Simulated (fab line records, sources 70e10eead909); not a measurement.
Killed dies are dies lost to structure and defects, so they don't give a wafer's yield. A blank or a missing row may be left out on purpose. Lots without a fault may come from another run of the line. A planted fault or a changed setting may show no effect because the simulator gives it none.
Chamber matching | flow nand_harc | NHARC_P_CONTACT_ALD_22 on ald_metal-04: 4 sister chambers
The step deposits TiN, target thk 3 nm, pulse time 1 s, ald cycles 150. 7 wafers are shown with their chamber, then 8 later ones without.

WAFERS WITH THEIR CHAMBER
wafer  | chamber | heater_power_w (W) | precursor_pulse_height_rel
L077.5 | 1       | 1190               | 1.010
L079.1 | 1       | 1157               | 1.004
L081.5 | 3       | 1059               | 1.007
L087.1 | 2       | 987                | 0.991
L087.5 | 0       | 1138               | 1.031
L087.6 | 3       | 1025               | 1.008
L089.2 | 2       | 982                | 1.009

WAFERS WITHOUT THEIR CHAMBER
wafer  | heater_power_w (W) | precursor_pulse_height_rel
L089.4 | 1007               | 1.001
L089.5 | 1144               | 1.003
L090.2 | 1055               | 0.981
L090.3 | 1176               | 1.001
L090.6 | 1042               | 1.024
L094.2 | 1072               | 0.998
L094.3 | 1116               | 0.990
L094.5 | 1107               | 0.993

WHICH CHAMBER EACH WENT THROUGH
wafer  | from the rows above          | in truth
L089.4 | can't be placed: 2 or 3      | 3
L089.5 | 1                            | 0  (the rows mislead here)
L090.2 | can't be placed: 3 or 2      | 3
L090.3 | 1                            | 1
L090.6 | 3                            | 3
L094.2 | 3                            | 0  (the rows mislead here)
L094.3 | can't be placed: 1 or 3 or 0 | 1
L094.5 | can't be placed: 3 or 1 or 0 | 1
Placed correctly: 2 of 8. Can't be placed from these rows: 4 (the true chamber is among the candidates in 4). Placed wrongly: 2.
How it was worked out, from the rows above alone: a wafer's distance from a chamber is the root of the sum, over the readings, of the square of ((its reading less the chamber's mean) divided by the reading's scatter). The wafer belongs to the nearest chamber; if the next one is less than 2 further off, it can't be placed. A chamber's mean is the mean of its shown wafers. The scatter: the root of (the sum of the squares of (reading less its chamber's mean) over the shown wafers, divided by (wafers less chambers)).
